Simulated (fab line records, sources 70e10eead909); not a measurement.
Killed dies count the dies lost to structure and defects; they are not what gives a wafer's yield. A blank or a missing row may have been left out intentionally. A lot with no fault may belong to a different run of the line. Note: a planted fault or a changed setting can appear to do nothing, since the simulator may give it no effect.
fab line records / flow nand-harc
record lots=6 wafers=18 last-day=33
route steps=1302 shown P_GATE@199 P_CONTACT@217 END@1302
lots untouched by any fault: they come from a run of this same line in which no faults occurred
start-h: start of the lot's first displayed wafer, in hours after the record's first day / wait-h: hours from the lot's prior step to this one / " unchanged from the row above / L1.1+2: one row covering several wafers at once / - either no value or no given start / * or withheld: withheld / < > ~ a bound
route shown NAME@n: names a module that has steps shown in the file, with the first one's number in the route / usual: mean/standard deviation of fault-free wafers / same: alike in all rows / chamber/n: place in a boat / sites: per-site readings / _std_site: standard deviation of those values / _edge_site: inner sites' mean taken away from outer sites' mean / radius-mm: for every site, how far away it sits from the centre of the wafer / mask NAME#n: copy n / behind: the last tool/chamber to shape the wafer / hold: cause of the lot's hold/its duration in hours/its outcome / device: the n, p or np transistor that did not switch / end of line: the same wafers' tests at the end of the route / step lacking rows: just its recipe / killed: count of dies lost to structure and defects at first sort (not the wafer's yield) / map: per-die view of a wafer (x killed, . not killed, _ where there is no die)
set.NAME: the setting the step ran with; set.NAME@STEP: the setting that earlier step ran with / model.NAME: the simulator's own value behind a step, which no gauge read
lots at selected steps of the route; one table per step, one row per wafer
services: a tool's chamber out of use, with start hour (start-h, from the record's first day; less than 0 if before it), hours out, and reason
## steps
# step NHARC_P_GATE_DEVELOP_90
# recipe time-s=70
# step NHARC_P_GATE_CD_MEAS_91
# recipe target-cd-nm=2000 landing-energy-ev=500
# usual cd-nm=2000.1/1.5
lot.wafer=L279.1 tool=cd-sem-01 chamber=0 start-h=208.74 wait-h=- cd-nm=2000.3
lot.wafer=L279.3 tool=cd-sem-01 chamber=0 start-h=208.74 wait-h=- cd-nm=1999.9
lot.wafer=L279.5 tool=cd-sem-01 chamber=0 start-h=208.74 wait-h=- cd-nm=2000.9
lot.wafer=L280.4 tool=cd-sem-03 chamber=0 start-h=218.83 wait-h=- cd-nm=2001.0
lot.wafer=L280.5 tool=cd-sem-03 chamber=0 start-h=218.83 wait-h=- cd-nm=2002.7
lot.wafer=L280.6 tool=cd-sem-03 chamber=0 start-h=218.83 wait-h=- cd-nm=2002.2
lot.wafer=L284.2 tool=cd-sem-01 chamber=0 start-h=238.89 wait-h=- cd-nm=1998.0
lot.wafer=L284.3 tool=cd-sem-01 chamber=0 start-h=238.89 wait-h=- cd-nm=2000.4
lot.wafer=L284.5 tool=cd-sem-01 chamber=0 start-h=238.89 wait-h=- cd-nm=2000.0
lot.wafer=L288.2 tool=cd-sem-01 chamber=0 start-h=282.60 wait-h=- cd-nm=2002.4
lot.wafer=L288.3 tool=cd-sem-01 chamber=0 start-h=282.60 wait-h=- cd-nm=2000.4
lot.wafer=L288.4 tool=cd-sem-01 chamber=0 start-h=282.60 wait-h=- cd-nm=2002.2
lot.wafer=L291.1 tool=cd-sem-03 chamber=0 start-h=309.26 wait-h=- cd-nm=1998.9
lot.wafer=L291.3 tool=cd-sem-03 chamber=0 start-h=309.26 wait-h=- cd-nm=2001.3
lot.wafer=L291.6 tool=cd-sem-03 chamber=0 start-h=309.26 wait-h=- cd-nm=2001.8
lot.wafer=L292.1 tool=cd-sem-03 chamber=0 start-h=320.42 wait-h=- cd-nm=1998.0
lot.wafer=L292.2 tool=cd-sem-03 chamber=0 start-h=320.42 wait-h=- cd-nm=1998.5
lot.wafer=L292.5 tool=cd-sem-03 chamber=0 start-h=320.42 wait-h=- cd-nm=1998.0
# step NHARC_P_GATE_HARDBAKE_92
# recipe temp-c=125 time-s=80
# step NHARC_P_GATE_DESCUM_93
# recipe time-s=3 o2-flow-sccm=200 ar-flow-sccm=0 bias-power-w=0 chemistry=O2
# step NHARC_P_GATE_IMPLANT_94
# recipe energy-kev=60 dose-cm2=2e+15 tilt-deg=7
# step NHARC_P_GATE_STRIP_113
# recipe power-w=1500 temp-c=110 time-s=740 chemistry=N2/H2
# usual drypump-motor-current-A=6.2/0.38 heater-power-w=90/7 temp-c=110.01/0.13
lot.wafer=L279.1 tool=plasma-asher-02 chamber=0 start-h=209.39 wait-h=0.3 drypump-motor-current-A=6.6 heater-power-w=99 rf-hours-counter-h=28 temp-c=110.03
lot.wafer=L279.3 tool=plasma-asher-02 chamber=1 start-h=209.39 wait-h=0.3 drypump-motor-current-A=5.9 heater-power-w=83 rf-hours-counter-h=- temp-c=109.77
lot.wafer=L279.5 tool=plasma-asher-02 chamber=0 start-h=209.39 wait-h=0.3 drypump-motor-current-A=6.6 heater-power-w=96 rf-hours-counter-h=- temp-c=109.88
lot.wafer=L280.4 tool=plasma-asher-02 chamber=1 start-h=219.71 wait-h=0.5 drypump-motor-current-A=5.9 heater-power-w=84 rf-hours-counter-h=- temp-c=109.87
lot.wafer=L280.6 tool=plasma-asher-02 chamber=0 start-h=219.71 wait-h=0.5 drypump-motor-current-A=6.7 heater-power-w=97 rf-hours-counter-h=- temp-c=110.15
lot.wafer=L280.5 tool=plasma-asher-02 chamber=1 start-h=219.71 wait-h=0.5 drypump-motor-current-A=6.0 heater-power-w=85 rf-hours-counter-h=- temp-c=110.02
lot.wafer=L284.2 tool=plasma-asher-01 chamber=0 start-h=239.53 wait-h=0.3 drypump-motor-current-A=5.7 heater-power-w=84 rf-hours-counter-h=9 temp-c=109.88
lot.wafer=L284.3 tool=plasma-asher-01 chamber=0 start-h=239.53 wait-h=0.3 drypump-motor-current-A=5.7 heater-power-w=84 rf-hours-counter-h=- temp-c=110.18
lot.wafer=L284.5 tool=plasma-asher-01 chamber=0 start-h=239.53 wait-h=0.3 drypump-motor-current-A=5.7 heater-power-w=86 rf-hours-counter-h=- temp-c=110.03
lot.wafer=L288.2 tool=plasma-asher-01 chamber=1 start-h=283.12 wait-h=0.2 drypump-motor-current-A=5.7 heater-power-w=95 rf-hours-counter-h=17 temp-c=109.95
lot.wafer=L288.3 tool=plasma-asher-01 chamber=1 start-h=283.12 wait-h=0.2 drypump-motor-current-A=5.7 heater-power-w=94 rf-hours-counter-h=- temp-c=109.94
lot.wafer=L288.4 tool=plasma-asher-01 chamber=0 start-h=283.12 wait-h=0.2 drypump-motor-current-A=5.7 heater-power-w=84 rf-hours-counter-h=- temp-c=110.07
lot.wafer=L291.1 tool=plasma-asher-02 chamber=1 start-h=309.80 wait-h=0.2 drypump-motor-current-A=5.9 heater-power-w=82 rf-hours-counter-h=10 temp-c=110.21
lot.wafer=L291.3 tool=plasma-asher-02 chamber=0 start-h=309.80 wait-h=0.2 drypump-motor-current-A=6.6 heater-power-w=96 rf-hours-counter-h=- temp-c=110.13
lot.wafer=L291.6 tool=plasma-asher-02 chamber=0 start-h=309.80 wait-h=0.2 drypump-motor-current-A=6.6 heater-power-w=96 rf-hours-counter-h=- temp-c=109.97
lot.wafer=L292.2 tool=plasma-asher-02 chamber=1 start-h=320.95 wait-h=0.2 drypump-motor-current-A=5.9 heater-power-w=84 rf-hours-counter-h=12 temp-c=109.99
lot.wafer=L292.1 tool=plasma-asher-02 chamber=0 start-h=320.95 wait-h=0.2 drypump-motor-current-A=6.6 heater-power-w=98 rf-hours-counter-h=12 temp-c=110.04
lot.wafer=L292.5 tool=plasma-asher-02 chamber=0 start-h=320.95 wait-h=0.2 drypump-motor-current-A=6.7 heater-power-w=100 rf-hours-counter-h=- temp-c=110.22
# step NHARC_P_GATE_STRIP_95
# recipe power-w=1500 temp-c=250 chemistry=O2
# usual drypump-motor-current-A=6.2/0.38 heater-power-w=336/26 temp-c=250.00/0.18
lot.wafer=L279.1 tool=plasma-asher-02 chamber=0 start-h=210.00 wait-h=0.5 drypump-motor-current-A=6.6 heater-power-w=364 rf-hours-counter-h=29 temp-c=250.08
lot.wafer=L279.3 tool=plasma-asher-02 chamber=1 start-h=210.00 wait-h=0.5 drypump-motor-current-A=5.9 heater-power-w=309 rf-hours-counter-h=- temp-c=250.37
lot.wafer=L279.5 tool=plasma-asher-02 chamber=0 start-h=210.00 wait-h=0.5 drypump-motor-current-A=6.6 heater-power-w=358 rf-hours-counter-h=- temp-c=250.03
lot.wafer=L280.4 tool=plasma-asher-02 chamber=1 start-h=220.10 wait-h=0.3 drypump-motor-current-A=5.9 heater-power-w=323 rf-hours-counter-h=- temp-c=250.10
lot.wafer=L280.6 tool=plasma-asher-02 chamber=0 start-h=220.10 wait-h=0.3 drypump-motor-current-A=6.6 heater-power-w=368 rf-hours-counter-h=- temp-c=250.14
lot.wafer=L280.5 tool=plasma-asher-02 chamber=1 start-h=220.10 wait-h=0.3 drypump-motor-current-A=5.9 heater-power-w=310 rf-hours-counter-h=- temp-c=250.13
lot.wafer=L284.2 tool=plasma-asher-01 chamber=0 start-h=240.14 wait-h=0.5 drypump-motor-current-A=5.7 heater-power-w=311 rf-hours-counter-h=10 temp-c=249.98
lot.wafer=L284.3 tool=plasma-asher-01 chamber=0 start-h=240.14 wait-h=0.5 drypump-motor-current-A=5.7 heater-power-w=310 rf-hours-counter-h=- temp-c=250.34
lot.wafer=L284.5 tool=plasma-asher-01 chamber=0 start-h=240.14 wait-h=0.5 drypump-motor-current-A=5.7 heater-power-w=311 rf-hours-counter-h=- temp-c=250.06
lot.wafer=L288.2 tool=plasma-asher-01 chamber=1 start-h=283.85 wait-h=0.6 drypump-motor-current-A=5.6 heater-power-w=350 rf-hours-counter-h=18 temp-c=250.14
lot.wafer=L288.3 tool=plasma-asher-01 chamber=1 start-h=283.85 wait-h=0.6 drypump-motor-current-A=5.7 heater-power-w=349 rf-hours-counter-h=- temp-c=249.92
lot.wafer=L288.4 tool=plasma-asher-01 chamber=0 start-h=283.85 wait-h=0.6 drypump-motor-current-A=5.7 heater-power-w=317 rf-hours-counter-h=- temp-c=250.01
lot.wafer=L291.1 tool=plasma-asher-02 chamber=1 start-h=310.51 wait-h=0.6 drypump-motor-current-A=5.9 heater-power-w=301 rf-hours-counter-h=11 temp-c=249.92
lot.wafer=L291.3 tool=plasma-asher-02 chamber=0 start-h=310.51 wait-h=0.6 drypump-motor-current-A=6.6 heater-power-w=372 rf-hours-counter-h=- temp-c=249.98
lot.wafer=L291.6 tool=plasma-asher-02 chamber=0 start-h=310.51 wait-h=0.6 drypump-motor-current-A=6.6 heater-power-w=355 rf-hours-counter-h=- temp-c=250.23
lot.wafer=L292.2 tool=plasma-asher-02 chamber=1 start-h=321.66 wait-h=0.6 drypump-motor-current-A=5.9 heater-power-w=307 rf-hours-counter-h=12 temp-c=250.09
lot.wafer=L292.1 tool=plasma-asher-02 chamber=0 start-h=321.66 wait-h=0.6 drypump-motor-current-A=6.6 heater-power-w=361 rf-hours-counter-h=12 temp-c=249.86
lot.wafer=L292.5 tool=plasma-asher-02 chamber=0 start-h=321.66 wait-h=0.6 drypump-motor-current-A=6.6 heater-power-w=366 rf-hours-counter-h=- temp-c=249.79
# step NHARC_P_GATE_STRIP_96
# recipe time-s=900 temp-c=130 chemistry=SPM
# step NHARC_P_GATE_RTA_64
# recipe temp-c=1050 time-s=1
# step NHARC_P_GATE_ETCH_77
# recipe target-depth-a=60 chemistry=dHF material=SiO2
# step NHARC_P_GATE_DEGAS_109
# recipe temp-c=300 time-s=60
# usual heater-power-w=484/48
lot.wafer=L279.1 tool=pvd-sputter-03 chamber=- start-h=210.86 wait-h=0.1 heater-power-w=478
lot.wafer=L279.3 tool=pvd-sputter-03 chamber=- start-h=210.86 wait-h=0.1 heater-power-w=394
lot.wafer=L279.5 tool=pvd-sputter-03 chamber=- start-h=210.86 wait-h=0.1 heater-power-w=452
lot.wafer=L280.4 tool=pvd-sputter-03 chamber=- start-h=220.94 wait-h=0.1 heater-power-w=482
lot.wafer=L280.5 tool=pvd-sputter-03 chamber=- start-h=220.94 wait-h=0.1 heater-power-w=476
lot.wafer=L280.6 tool=pvd-sputter-03 chamber=- start-h=220.94 wait-h=0.1 heater-power-w=476
lot.wafer=L284.3 tool=pvd-sputter-03 chamber=- start-h=241.00 wait-h=0.1 heater-power-w=474
lot.wafer=L284.2 tool=pvd-sputter-03 chamber=- start-h=241.00 wait-h=0.1 heater-power-w=476
lot.wafer=L284.5 tool=pvd-sputter-03 chamber=- start-h=241.00 wait-h=0.1 heater-power-w=393
lot.wafer=L288.2 tool=pvd-sputter-01 chamber=- start-h=284.72 wait-h=0.1 heater-power-w=444
lot.wafer=L288.4 tool=pvd-sputter-01 chamber=- start-h=284.72 wait-h=0.1 heater-power-w=523
lot.wafer=L288.3 tool=pvd-sputter-01 chamber=- start-h=284.72 wait-h=0.1 heater-power-w=446
lot.wafer=L291.3 tool=pvd-sputter-02 chamber=- start-h=311.38 wait-h=0.1 heater-power-w=457
lot.wafer=L291.1 tool=pvd-sputter-02 chamber=- start-h=311.38 wait-h=0.1 heater-power-w=532
lot.wafer=L291.6 tool=pvd-sputter-02 chamber=- start-h=311.38 wait-h=0.1 heater-power-w=547
lot.wafer=L292.1 tool=pvd-sputter-02 chamber=- start-h=322.54 wait-h=0.1 heater-power-w=560
lot.wafer=L292.2 tool=pvd-sputter-02 chamber=- start-h=322.54 wait-h=0.1 heater-power-w=539
lot.wafer=L292.5 tool=pvd-sputter-02 chamber=- start-h=322.54 wait-h=0.1 heater-power-w=478
# step NHARC_P_GATE_PRE_CLEAN_110
# recipe time-s=30 bias-v=200 gas=Ar
# step NHARC_P_GATE_SPUTTER_78
# recipe target-thk-a=100 material=Ni
lot.wafer=L279.1+3+5 tool=pvd-sputter-03 chamber=- start-h=210.97 wait-h=-
lot.wafer=L280.4+5+6 tool=pvd-sputter-03 chamber=- start-h=221.05 wait-h=-
lot.wafer=L284.3+2+5 tool=pvd-sputter-03 chamber=- start-h=241.10 wait-h=-
lot.wafer=L288.2+4+3 tool=pvd-sputter-01 chamber=- start-h=284.83 wait-h=-
lot.wafer=L291.1+3+6 tool=pvd-sputter-02 chamber=- start-h=311.49 wait-h=-
lot.wafer=L292.1+2+5 tool=pvd-sputter-02 chamber=- start-h=322.64 wait-h=-
# step NHARC_P_GATE_SPUTTER_79
# recipe target-thk-a=100 material=TiN
# step NHARC_P_GATE_RTA_80
# recipe temp-c=300 time-s=30
# usual wafer_temp_C_max=301.8/0.58
lot.wafer=L279.1 tool=rtp-anneal-01 chamber=0 start-h=211.17 wait-h=- wafer_temp_C_max=301.5
lot.wafer=L279.3 tool=rtp-anneal-01 chamber=0 start-h=211.17 wait-h=- wafer_temp_C_max=301.0
lot.wafer=L279.5 tool=rtp-anneal-01 chamber=0 start-h=211.17 wait-h=- wafer_temp_C_max=301.3
lot.wafer=L280.4 tool=rtp-anneal-01 chamber=0 start-h=221.34 wait-h=- wafer_temp_C_max=300.9
lot.wafer=L280.5 tool=rtp-anneal-01 chamber=0 start-h=221.34 wait-h=- wafer_temp_C_max=300.8
lot.wafer=L280.6 tool=rtp-anneal-01 chamber=0 start-h=221.34 wait-h=- wafer_temp_C_max=301.2
lot.wafer=L284.2 tool=rtp-anneal-01 chamber=0 start-h=241.31 wait-h=- wafer_temp_C_max=301.3
lot.wafer=L284.3 tool=rtp-anneal-01 chamber=0 start-h=241.31 wait-h=- wafer_temp_C_max=301.6
lot.wafer=L284.5 tool=rtp-anneal-01 chamber=0 start-h=241.31 wait-h=- wafer_temp_C_max=301.5
lot.wafer=L288.2 tool=rtp-anneal-02 chamber=0 start-h=285.04 wait-h=- wafer_temp_C_max=302.4
lot.wafer=L288.3 tool=rtp-anneal-02 chamber=0 start-h=285.04 wait-h=- wafer_temp_C_max=302.3
lot.wafer=L288.4 tool=rtp-anneal-02 chamber=0 start-h=285.04 wait-h=- wafer_temp_C_max=301.8
lot.wafer=L291.1 tool=rtp-anneal-02 chamber=0 start-h=311.67 wait-h=- wafer_temp_C_max=301.4
lot.wafer=L291.3 tool=rtp-anneal-02 chamber=0 start-h=311.67 wait-h=- wafer_temp_C_max=302.3
lot.wafer=L291.6 tool=rtp-anneal-02 chamber=0 start-h=311.67 wait-h=- wafer_temp_C_max=301.7
lot.wafer=L292.1 tool=rtp-anneal-02 chamber=0 start-h=322.85 wait-h=- wafer_temp_C_max=301.9
lot.wafer=L292.2 tool=rtp-anneal-02 chamber=0 start-h=322.85 wait-h=- wafer_temp_C_max=301.9
lot.wafer=L292.5 tool=rtp-anneal-02 chamber=0 start-h=322.85 wait-h=- wafer_temp_C_max=301.7
# step NHARC_P_GATE_STRIP_67
# recipe time-s=600 temp-c=130 chemistry=SPM
# step NHARC_P_GATE_RTA_82
# recipe temp-c=450 time-s=30
# usual lamp-power-pct=3.70/0.17 lamp_zone_2_pct=3.70/0.17 wafer_temp_C_max=452.4/0.8
lot.wafer=L279.1 tool=rtp-anneal-02 chamber=0 start-h=211.63 wait-h=- lamp-power-pct=3.86 lamp_zone_2_pct=3.85 wafer_temp_C_max=453.0
lot.wafer=L279.3 tool=rtp-anneal-02 chamber=0 start-h=211.63 wait-h=- lamp-power-pct=3.87 lamp_zone_2_pct=3.86 wafer_temp_C_max=452.6
lot.wafer=L279.5 tool=rtp-anneal-02 chamber=0 start-h=211.63 wait-h=- lamp-power-pct=3.86 lamp_zone_2_pct=3.86 wafer_temp_C_max=452.2
lot.wafer=L280.4 tool=rtp-anneal-02 chamber=0 start-h=221.80 wait-h=- lamp-power-pct=3.86 lamp_zone_2_pct=3.86 wafer_temp_C_max=452.4
lot.wafer=L280.5 tool=rtp-anneal-02 chamber=0 start-h=221.80 wait-h=- lamp-power-pct=3.86 lamp_zone_2_pct=3.86 wafer_temp_C_max=452.9
lot.wafer=L280.6 tool=rtp-anneal-02 chamber=0 start-h=221.80 wait-h=- lamp-power-pct=3.86 lamp_zone_2_pct=3.86 wafer_temp_C_max=453.9
lot.wafer=L284.2 tool=rtp-anneal-02 chamber=0 start-h=241.77 wait-h=- lamp-power-pct=3.86 lamp_zone_2_pct=3.86 wafer_temp_C_max=452.6
lot.wafer=L284.3 tool=rtp-anneal-02 chamber=0 start-h=241.77 wait-h=- lamp-power-pct=3.86 lamp_zone_2_pct=3.86 wafer_temp_C_max=453.7
lot.wafer=L284.5 tool=rtp-anneal-02 chamber=0 start-h=241.77 wait-h=- lamp-power-pct=3.86 lamp_zone_2_pct=3.86 wafer_temp_C_max=453.5
lot.wafer=L288.2 tool=rtp-anneal-01 chamber=0 start-h=285.50 wait-h=- lamp-power-pct=3.53 lamp_zone_2_pct=3.52 wafer_temp_C_max=450.9
lot.wafer=L288.3 tool=rtp-anneal-01 chamber=0 start-h=285.50 wait-h=- lamp-power-pct=3.53 lamp_zone_2_pct=3.52 wafer_temp_C_max=451.8
lot.wafer=L288.4 tool=rtp-anneal-01 chamber=0 start-h=285.50 wait-h=- lamp-power-pct=3.52 lamp_zone_2_pct=3.52 wafer_temp_C_max=451.6
lot.wafer=L291.1 tool=rtp-anneal-02 chamber=0 start-h=312.13 wait-h=- lamp-power-pct=3.86 lamp_zone_2_pct=3.85 wafer_temp_C_max=452.0
lot.wafer=L291.3 tool=rtp-anneal-02 chamber=0 start-h=312.13 wait-h=- lamp-power-pct=3.85 lamp_zone_2_pct=3.86 wafer_temp_C_max=453.4
lot.wafer=L291.6 tool=rtp-anneal-02 chamber=0 start-h=312.13 wait-h=- lamp-power-pct=3.86 lamp_zone_2_pct=3.85 wafer_temp_C_max=452.6
lot.wafer=L292.1 tool=rtp-anneal-01 chamber=0 start-h=323.31 wait-h=- lamp-power-pct=3.52 lamp_zone_2_pct=3.53 wafer_temp_C_max=451.7
lot.wafer=L292.2 tool=rtp-anneal-01 chamber=0 start-h=323.31 wait-h=- lamp-power-pct=3.52 lamp_zone_2_pct=3.52 wafer_temp_C_max=451.7
lot.wafer=L292.5 tool=rtp-anneal-01 chamber=0 start-h=323.31 wait-h=- lamp-power-pct=3.52 lamp_zone_2_pct=3.53 wafer_temp_C_max=451.1
# step NHARC_P_GATE_INSPECT_68
# usual raw-defect-count=187/73
lot.wafer=L279.1 tool=defect-inspect-01 chamber=- start-h=211.83 wait-h=0.2 raw-defect-count=109
lot.wafer=L279.3 tool=defect-inspect-01 chamber=- start-h=211.83 wait-h=0.2 raw-defect-count=159
lot.wafer=L279.5 tool=defect-inspect-01 chamber=- start-h=211.83 wait-h=0.2 raw-defect-count=185
lot.wafer=L280.4 tool=defect-inspect-01 chamber=- start-h=221.91 wait-h=0.1 raw-defect-count=1450
lot.wafer=L280.5 tool=defect-inspect-01 chamber=- start-h=221.91 wait-h=0.1 raw-defect-count=1337
lot.wafer=L280.6 tool=defect-inspect-01 chamber=- start-h=221.91 wait-h=0.1 raw-defect-count=1295
lot.wafer=L284.2 tool=defect-inspect-01 chamber=- start-h=241.94 wait-h=0.1 raw-defect-count=1180
lot.wafer=L284.3 tool=defect-inspect-01 chamber=- start-h=241.94 wait-h=0.1 raw-defect-count=1126
lot.wafer=L284.5 tool=defect-inspect-01 chamber=- start-h=241.94 wait-h=0.1 raw-defect-count=1295
lot.wafer=L288.2 tool=defect-inspect-01 chamber=- start-h=285.67 wait-h=0.1 raw-defect-count=104
lot.wafer=L288.3 tool=defect-inspect-01 chamber=- start-h=285.67 wait-h=0.1 raw-defect-count=239
lot.wafer=L288.4 tool=defect-inspect-01 chamber=- start-h=285.67 wait-h=0.1 raw-defect-count=89
lot.wafer=L291.1 tool=defect-inspect-02 chamber=- start-h=312.33 wait-h=0.2 raw-defect-count=230
lot.wafer=L291.3 tool=defect-inspect-02 chamber=- start-h=312.33 wait-h=0.2 raw-defect-count=219
lot.wafer=L291.6 tool=defect-inspect-02 chamber=- start-h=312.33 wait-h=0.2 raw-defect-count=148
lot.wafer=L292.1 tool=defect-inspect-02 chamber=- start-h=323.50 wait-h=0.2 raw-defect-count=190
lot.wafer=L292.2 tool=defect-inspect-02 chamber=- start-h=323.50 wait-h=0.2 raw-defect-count=176
lot.wafer=L292.5 tool=defect-inspect-02 chamber=- start-h=323.50 wait-h=0.2 raw-defect-count=134
# step NHARC_P_CONTACT_DEP_30
# recipe target-thk-a=300 temp-c=400 target-thk-nm=30 flow-sccm=200 rf-w=450 material=SiNx
# step NHARC_END_SORT_01
# recipe temp-c=25
# usual killed-at-array=59/16 killed-at-other=0.8/1.1 killed-at-periphery=3.6/2.4 killed-dies=64/16 killed-open=3.4/1.8 killed-short=2.5/1.6
# same gross-dies=677
lot.wafer=L284.2 tool=prober-02 chamber=0 start-h=683.13 wait-h=2.8 killed-at-array=32 killed-at-other=1 killed-at-periphery=96 killed-dies=129 killed-open=3 killed-short=4
lot.wafer=L284.3 tool=prober-02 chamber=0 start-h=683.92 wait-h=3.1 killed-at-array=48 killed-at-other=2 killed-at-periphery=66 killed-dies=116 killed-open=0 killed-short=3
lot.wafer=L284.5 tool=prober-02 chamber=0 start-h=685.49 wait-h=3.7 killed-at-array=40 killed-at-other=0 killed-at-periphery=85 killed-dies=125 killed-open=1 killed-short=2
lot.wafer=L280.4 tool=prober-02 chamber=0 start-h=692.50 wait-h=3.4 killed-at-array=60 killed-at-other=1 killed-at-periphery=97 killed-dies=158 killed-open=1 killed-short=3
lot.wafer=L280.5 tool=prober-02 chamber=0 start-h=693.30 wait-h=3.7 killed-at-array=45 killed-at-other=1 killed-at-periphery=102 killed-dies=148 killed-open=3 killed-short=1
lot.wafer=L280.6 tool=prober-02 chamber=0 start-h=694.10 wait-h=4.0 killed-at-array=63 killed-at-other=1 killed-at-periphery=99 killed-dies=163 killed-open=5 killed-short=3
# killed by level:class
L284.2 P_GATE:unspecified=91 A_SLIT:chamber-film-flake=18 A_WL_FILL:geometric-particle:short=3 P_STI:chamber-film-flake=3 A_CHANNEL_HOLE_D1:chamber-film-flake=3 A_CONTACT:chamber-film-flake=3 P_M0:geometric-particle:open=1 A_ONON_D1:geometric-particle:open=1
L284.3 P_GATE:unspecified=61 A_SLIT:chamber-film-flake=29 A_CHANNEL_HOLE_D1:chamber-film-flake=9 A_CONTACT:chamber-film-flake=6 P_STI:chamber-film-flake=4 A_ONON_D1:geometric-particle:short=1 A_ONON_D2:geometric-particle:short=1 A_WL_FILL:geometric-particle:short=1
L284.5 P_GATE:unspecified=80 A_SLIT:chamber-film-flake=27 A_CHANNEL_HOLE_D1:chamber-film-flake=8 P_STI:chamber-film-flake=4 A_WL_FILL:geometric-particle:short=2 P_M0:geometric-particle:open=1 A_CHANNEL_FILL_D1:chamber-film-flake=1 A_DECK1_JOINT:chamber-film-flake=1
L280.4 P_GATE:unspecified=94 A_CHANNEL_HOLE_D1:chamber-film-flake=32 A_CHANNEL_HOLE_D2:chamber-film-flake=15 A_CONTACT:chamber-film-flake=3 P_M0:chamber-film-flake=3 A_STAIRCASE:chamber-film-flake=3 A_WL_FILL:geometric-particle:short=2 A_SLIT:chamber-film-flake=2
L280.5 P_GATE:unspecified=96 A_CHANNEL_HOLE_D1:chamber-film-flake=15 A_CHANNEL_HOLE_D2:chamber-film-flake=15 P_M0:chamber-film-flake=5 A_DECK1_JOINT:chamber-film-flake=4 A_CONTACT:chamber-film-flake=4 A_STAIRCASE:chamber-film-flake=2 A_CHANNEL_FILL_D1:geometric-particle:open=1
L280.6 P_GATE:unspecified=90 A_CHANNEL_HOLE_D1:chamber-film-flake=30 A_CHANNEL_HOLE_D2:chamber-film-flake=15 P_M0:chamber-film-flake=6 A_CONTACT:chamber-film-flake=4 A_STAIRCASE:chamber-film-flake=4 A_DECK1_JOINT:chamber-film-flake=3 A_WL_FILL:geometric-particle:open=2
# map L280.6 (x killed, . not)
____________.____________
_________x.x...._________
_______....x.....x_______
______.x.xx.x......______
_____.x....x.x......_____
____....xxx.x.xxx....____
____...x.xxxxx.....x.____
___....xx.x.xx....x.xx___
___......xxxxx....xxxx___
__......xxxxx....xxxxxx__
__.....x.........xxxxxx__
_.............x.xxxxxxxx_
_...............xxxxxxxx_
_........x....x.xxxxxxxx_
_...............xxxxxxxx_
_.............x.xxxxxxxx_
........x...xx...xxxxxxxx
..........xx......xxxxxxx
.......xx.x......xxxxxxx.
........x.........x.xxxxx
......x............x..x..
_.....xxx...x..x........_
_......x.............x.._
_.............x...x....._
_........x.............._
_......x.x.........x...._
__......x..............__
__...........x.........__
___...................___
___...................___
____...............x.____
____.......xx........____
_____..............._____
______.....x.......______
_______..........._______
_________......._________
____________.____________
# map L284.2 (x killed, . not)
____________.____________
_________......._________
_______.x..x......_______
______.............______
_____..............._____
____...x.............____
____.................____
___...................___
___.............x.....___
__.....................__
__.............x.......__
_......................._
_..............x........_
_............x.........._
_x......x..............._
_.xxx.xx................_
..xx..xxxx...............
.xxxxxxxxxx..............
xxxxxxxxxxx..x...........
xxxxxxxxxx.......x.....x.
.xxxxxxxxxx............x.
_xxxxxxxxxx............._
_xxxxxxxxxx.........x..._
_xxxxxxxxx..xx.........._
_xxxxxxxxxx............._
_xxxxxxx................_
__xxx.xxx..............__
__.xxxxx............x..__
___x..................___
___...................___
____.......x.........____
____..........x......____
_____..............._____
______.............______
_______..........._______
_________......._________
____________.____________
## services
tool=pvd-sputter-03 chamber=- start-h=192.77 hours=2.6 kind=repair
tool=pvd-sputter-02 chamber=- start-h=207.87 hours=0.5 kind=repair
tool=plasma-asher-01 chamber=- start-h=224.70 hours=11.9 kind=repair
tool=pvd-sputter-01 chamber=- start-h=226.00 hours=10.0 kind=pm
tool=plasma-asher-02 chamber=- start-h=249.28 hours=9.0 kind=pm
tool=plasma-asher-02 chamber=0 start-h=249.28 hours=9.0 kind=vent-cycle
tool=plasma-asher-02 chamber=1 start-h=249.28 hours=9.0 kind=vent-cycle
tool=plasma-asher-02 chamber=0 start-h=258.28 hours=- kind=clean
tool=plasma-asher-02 chamber=1 start-h=258.28 hours=- kind=clean
tool=pvd-sputter-02 chamber=- start-h=273.09 hours=8.9 kind=repair
tool=pvd-sputter-02 chamber=- start-h=282.00 hours=10.0 kind=pm
tool=pvd-sputter-03 chamber=- start-h=298.99 hours=0.8 kind=repair
tool=pvd-sputter-03 chamber=- start-h=303.09 hours=4.9 kind=repair
## key
first-sign step=NHARC_P_GATE_INSPECT_68 reading=raw-defect-count direction=up sigmas=15 usual=187 struck=1280
effect step=NHARC_END_SORT_01 reading=killed-at-periphery direction=up sigmas=36 usual=3.6 struck=90.8
more-kills-born-at NHARC_P_GATE_SPUTTER_78@pvd-sputter-03=512
met-at NHARC_P_GATE_SPUTTER_78
struck-wafers L280.4,L280.5,L280.6,L284.2,L284.3,L284.5
tester-left-out L280,L284
onset-between 210.97 221.05
also-fits NHARC_P_GATE_DEGAS_109:pvd-sputter-03,NHARC_P_GATE_RTA_80:rtp-anneal-01
fault kind=chamber-particle-source tool=pvd-sputter-03 chamber=- onset-h=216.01 steps=NHARC_P_GATE_SPUTTER_78 rate-per-visit-cm2=1.6163 end-h=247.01
# tester-left-out: of these lots the tester's yield and bins aren't shown, on N5 and GAA mostly nor the transistor test; their killed dies are dies lost to structure and defects alone, not to doping, threshold or leakage, so they don't give the yield
